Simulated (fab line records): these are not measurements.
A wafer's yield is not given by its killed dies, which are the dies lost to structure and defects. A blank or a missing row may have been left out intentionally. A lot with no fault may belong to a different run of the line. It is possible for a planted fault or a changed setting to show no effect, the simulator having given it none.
Chamber matching + flow n5 finfet + N5_GATE_CUT_ETCH_37 on rie diel-03 has 4 sister chambers
The step etches SOC in N2/H2, target depth 60 nm, overetch 12 nm, time 90 s. 14 wafers are shown with their chamber, then 7 later ones without.

== WAFERS WITH THEIR CHAMBER ==
| wafer  | chamber | drypump motor current A (A) | showerhead plenum p Torr (Torr) | rf vpp V (V) |
|--------|---------|-----------------------------|---------------------------------|--------------|
| L075.1 | 1       | 6.1                         | 2.66                            | 528.8        |
| L075.4 | 2       | 4.9                         | 2.50                            | 524.3        |
| L075.6 | 3       | 5.9                         | 2.65                            | 525.9        |
| L078.1 | 3       | 6.0                         | 2.65                            | 525.5        |
| L078.2 | 2       | 4.9                         | 2.50                            | 521.0        |
| L078.3 | 1       | 6.1                         | 2.66                            | 527.1        |
| L082.1 | 0       | 6.7                         | 2.57                            | 524.4        |
| L082.4 | 3       | 5.9                         | 2.65                            | 528.1        |
| L082.5 | 0       | 6.7                         | 2.57                            | 523.3        |
| L085.3 | 1       | 6.1                         | 2.65                            | 526.7        |
| L085.4 | 3       | 6.0                         | 2.64                            | 527.2        |
| L085.5 | 2       | 4.9                         | 2.50                            | 522.4        |
| L089.1 | 1       | 6.1                         | 2.65                            | 526.6        |
| L089.2 | 2       | 4.9                         | 2.49                            | 522.1        |

SIGNATURES, as means of the wafers listed above
| reading                  | chamber 0 | chamber 1 | chamber 2 | chamber 3 | scatter within a chamber |
|--------------------------|-----------|-----------|-----------|-----------|--------------------------|
| drypump motor current A  | 6.700     | 6.100     | 4.900     | 5.950     | 0.0316                   |
| showerhead plenum p Torr | 2.5700    | 2.6550    | 2.4975    | 2.6475    | 0.005                    |
| rf vpp V                 | 523.850   | 527.300   | 522.450   | 526.675   | 1.17                     |
Rule: for a wafer and a chamber, the distance is found by dividing, reading by reading, the gap between the wafer's reading and the chamber's mean by the reading's scatter, squaring, summing and taking the root. The wafer belongs to the nearest chamber; if the next one is less than 2 further off, it can't be placed. The scatter is the square root of a quotient: the sum, over the shown wafers, of each reading's squared deviation from its chamber's mean, divided by wafers minus chambers.

== WAFERS MISSING THEIR CHAMBER ==
| wafer  | drypump motor current A (A) | showerhead plenum p Torr (Torr) | rf vpp V (V) |
|--------|-----------------------------|---------------------------------|--------------|
| L089.6 | 4.9                         | 2.49                            | 524.0        |
| L092.1 | 6.7                         | 2.56                            | 524.0        |
| L092.2 | 6.0                         | 2.64                            | 526.0        |
| L092.5 | 4.9                         | 2.49                            | 525.0        |
| L093.3 | 6.1                         | 2.64                            | 527.9        |
| L093.4 | 5.9                         | 2.64                            | 527.8        |
| L093.6 | 6.7                         | 2.56                            | 524.7        |

== CHAMBER TAKEN BY EACH ==
| wafer  | from the rows above | in truth |
|--------|---------------------|----------|
| L089.6 | 2                   | 2        |
| L092.1 | 0                   | 0        |
| L092.2 | 3                   | 3        |
| L092.5 | 2                   | 2        |
| L093.3 | 1                   | 1        |
| L093.4 | 3                   | 3        |
| L093.6 | 0                   | 0        |
Placed correctly: 7 of 7. Not placeable from these rows: 0. Placed wrongly: 0.
